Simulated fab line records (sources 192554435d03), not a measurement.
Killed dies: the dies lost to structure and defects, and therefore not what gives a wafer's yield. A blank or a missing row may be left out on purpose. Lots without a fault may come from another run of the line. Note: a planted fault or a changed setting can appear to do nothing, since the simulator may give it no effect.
Which tool was responsible? | flow n5-finfet | Sampling: 14 lots, 42 wafers, 4 of 1938 route steps

== WHAT EACH GAUGE READ, for each wafer ==
N5_BEOL_M4_OVL_MEAS_12. Usual: M4_OVL -0.1 nm, standard deviation 0.8.
lot  | measured     | on         | M4_OVL (nm)    | flag
L153 | day 7 03:01  | overlay-01 | -0.3 0.3 -1.0  |
L155 | day 8 09:04  | overlay-01 | 0.7 -0.9 0.0   |
L157 | day 8 10:39  | overlay-02 | 0.5 -0.7 0.5   |
L159 | day 8 13:10  | overlay-02 | -1.5 0.2 0.1   |
L160 | day 10 03:16 | overlay-02 | 0.2 -0.1 -1.7  |
L163 | day 10 05:34 | overlay-01 | -1.0 -0.8 -0.8 |
L162 | day 10 08:47 | overlay-02 | -0.1 -0.3 -0.9 |
L164 | day 10 09:47 | overlay-02 | 0.0 -1.4 0.5   |
L165 | day 10 16:54 | overlay-01 | 0.5 0.5 0.3    |
L166 | day 10 22:00 | overlay-01 | 0.7 -0.1 0.3   |
L167 | day 11 02:08 | overlay-01 | -0.4 1.6 0.1   |
L168 | day 11 12:41 | overlay-01 | - - -          | OFF
L169 | day 11 19:58 | overlay-02 | - - -          | OFF
L176 | day 13 07:11 | overlay-01 | 0.6 -0.7 -1.2  |

== TOOL THAT RAN EACH LOT (tool first, then ch and the chambers of the sampled wafers, then the start) ==
lot  | N5_BEOL_M3_CO_CAP_55             | N5_BEOL_M4_ILD_DEP_00           | N5_BEOL_M4_DEVELOP_10
L153 | cvd-co-01 ch 0,2, day 7 01:49    | pecvd-01 ch 1,2, day 7 02:04    | litho-track-04 ch 0, day 7 02:56
L155 | cvd-co-02 ch 1,2, day 8 08:08    | pecvd-01 ch 0,2, day 8 08:23    | litho-track-04 ch 0, day 8 08:58
L157 | cvd-co-02 ch 0,1,2, day 8 09:36  | pecvd-04 ch 0,1,2, day 8 09:52  | litho-track-01 ch 0, day 8 10:34
L159 | cvd-co-02 ch 0,2, day 8 12:19    | pecvd-01 ch 1,2, day 8 12:33    | litho-track-01 ch 0, day 8 13:04
L160 | cvd-co-02 ch 0,1, day 10 02:04   | pecvd-03 ch 0,1,2, day 10 02:21 | litho-track-01 ch 0, day 10 03:10
L163 | cvd-co-01 ch 0,1,2, day 10 03:05 | pecvd-04 ch 0,1, day 10 03:21   | litho-track-02 ch 0, day 10 05:29
L162 | cvd-co-02 ch 0,2, day 10 06:18   | pecvd-01 ch 0,2, day 10 06:33   | litho-track-01 ch 0, day 10 08:41
L164 | cvd-co-02 ch 1,2, day 10 08:53   | pecvd-01 ch 1,2, day 10 09:09   | litho-track-01 ch 0, day 10 09:41
L165 | cvd-co-02 ch 0,1, day 10 14:04   | pecvd-03 ch 0,2, day 10 14:19   | litho-track-02 ch 0, day 10 16:48
L166 | cvd-co-02 ch 1,2, day 10 20:52   | pecvd-04 ch 0,1,2, day 10 21:07 | litho-track-02 ch 0, day 10 21:55
L167 | cvd-co-01 ch 0,1,2, day 11 00:54 | pecvd-03 ch 1,2, day 11 01:09   | litho-track-02 ch 0, day 11 02:02
L168 | cvd-co-02 ch 0,1,2, day 11 10:53 | pecvd-04 ch 0,1,2, day 11 11:08 | litho-track-04, day 11 12:35
L169 | cvd-co-01 ch 0,1,2, day 11 19:07 | pecvd-03 ch 0,1,2, day 11 19:21 | litho-track-04, day 11 19:52
L176 | cvd-co-01 ch 0,2, day 13 05:43   | pecvd-01 ch 0,1,2, day 13 05:58 | litho-track-04 ch 0, day 13 07:06
- N5_BEOL_M3_CO_CAP_55: material Co, precursor CCTBA/H2, target thk 2 nm, time 102.1 s.
- N5_BEOL_M4_ILD_DEP_00: deposits SiOC from DEMS/O2, target thk 79 nm, time 15.3 s.
- N5_BEOL_M4_DEVELOP_10: develop time 30 s.

== AS READ BY THE TOOLS THEMSELVES (means over the sampled wafers that have a number; for cases with no such wafer, the mark the record gives instead) ==
N5_BEOL_M3_CO_CAP_55. Usual: heater-power-w reads 219 W (standard deviation 23).
lot  | tool      | heater-power-w (W) | flag
L153 | cvd-co-01 | 203                |
L155 | cvd-co-02 | 218                |
L157 | cvd-co-02 | 226                |
L159 | cvd-co-02 | 242                |
L160 | cvd-co-02 | 212                |
L163 | cvd-co-01 | 207                |
L162 | cvd-co-02 | 236                |
L164 | cvd-co-02 | 207                |
L165 | cvd-co-02 | 233                |
L166 | cvd-co-02 | 205                |
L167 | cvd-co-01 | 210                |
L168 | cvd-co-02 | 225                |
L169 | cvd-co-01 | 210                |
L176 | cvd-co-01 | 195                |

N5_BEOL_M4_ILD_DEP_00. Usual: heater-power-w 406 W, standard deviation 60; showerhead-plenum-p-Torr 5.692 Torr, standard deviation 0.012; throttle-valve-pct 11.8 %, standard deviation 0.4.
lot  | tool     | heater-power-w (W) | showerhead-plenum-p-Torr (Torr) | throttle-valve-pct (%) | flag
L153 | pecvd-01 | 379                | 5.703                           | 12.0                   |
L155 | pecvd-01 | 365                | 5.705                           | 11.8                   |
L157 | pecvd-04 | 444                | 5.690                           | 12.3                   |
L159 | pecvd-01 | 309                | 5.703                           | 11.8                   |
L160 | pecvd-03 | 464                | 5.688                           | 11.4                   |
L163 | pecvd-04 | 444                | 5.682                           | 12.1                   |
L162 | pecvd-01 | 363                | 5.709                           | 12.1                   |
L164 | pecvd-01 | 359                | 5.706                           | 11.9                   |
L165 | pecvd-03 | 462                | 5.679                           | 11.5                   |
L166 | pecvd-04 | 434                | 5.688                           | 11.7                   |
L167 | pecvd-03 | 492                | 5.682                           | 11.5                   |
L168 | pecvd-04 | 457                | 5.693                           | 11.8                   |
L169 | pecvd-03 | 425                | 5.688                           | 11.6                   |
L176 | pecvd-01 | 348                | 5.691                           | 12.1                   |

N5_BEOL_M4_DEVELOP_10. Usual: chill-plate-temp-C reads 23.00 C (standard deviation 0.1).
lot  | tool           | chill-plate-temp-C (C) | flag
L153 | litho-track-04 | 23.08                  |
L155 | litho-track-04 | 22.95                  |
L157 | litho-track-01 | 22.92                  |
L159 | litho-track-01 | 23.14                  |
L160 | litho-track-01 | 22.75                  |
L163 | litho-track-02 | 22.99                  |
L162 | litho-track-01 | 23.18                  |
L164 | litho-track-01 | 22.92                  |
L165 | litho-track-02 | 23.09                  |
L166 | litho-track-02 | 22.97                  |
L167 | litho-track-02 | 23.06                  |
L168 | litho-track-04 | -                      | OFF
L169 | litho-track-04 | -                      | OFF
L176 | litho-track-04 | 22.99                  |

== THE ANSWER, worked out from the rows above alone ==
Rule: lot off if the mean of its wafers having a number is beyond 3 standard deviations from the usual mean. A lot without any number at a reading at which 4 lots or more have one is off too. Where the step has rows for the other lots, those lots are counted as sound. First the gauges in route order, then the tools' own readings, where a lot's mean is used as printed above. At the first step where some lot is off, the reading lying furthest off is the one used; lots without a number count as furthest.
Off: L168, L169, seen at N5_BEOL_M4_OVL_MEAS_12 (M4_OVL). Without a number there: L168, L169.
If a tool, at a process step before that reading, ran all the lots that are off and no sound lot after the first of them, it fits. The gauges at N5_BEOL_M4_OVL_MEAS_12 aren't tried: what is off there is off at N5_BEOL_M4_DEVELOP_10 too, on other tools, and a gauge's error can't cause that. None of those tried fits.

== WHAT HAD BEEN PUT IN BY THE SIMULATOR ==
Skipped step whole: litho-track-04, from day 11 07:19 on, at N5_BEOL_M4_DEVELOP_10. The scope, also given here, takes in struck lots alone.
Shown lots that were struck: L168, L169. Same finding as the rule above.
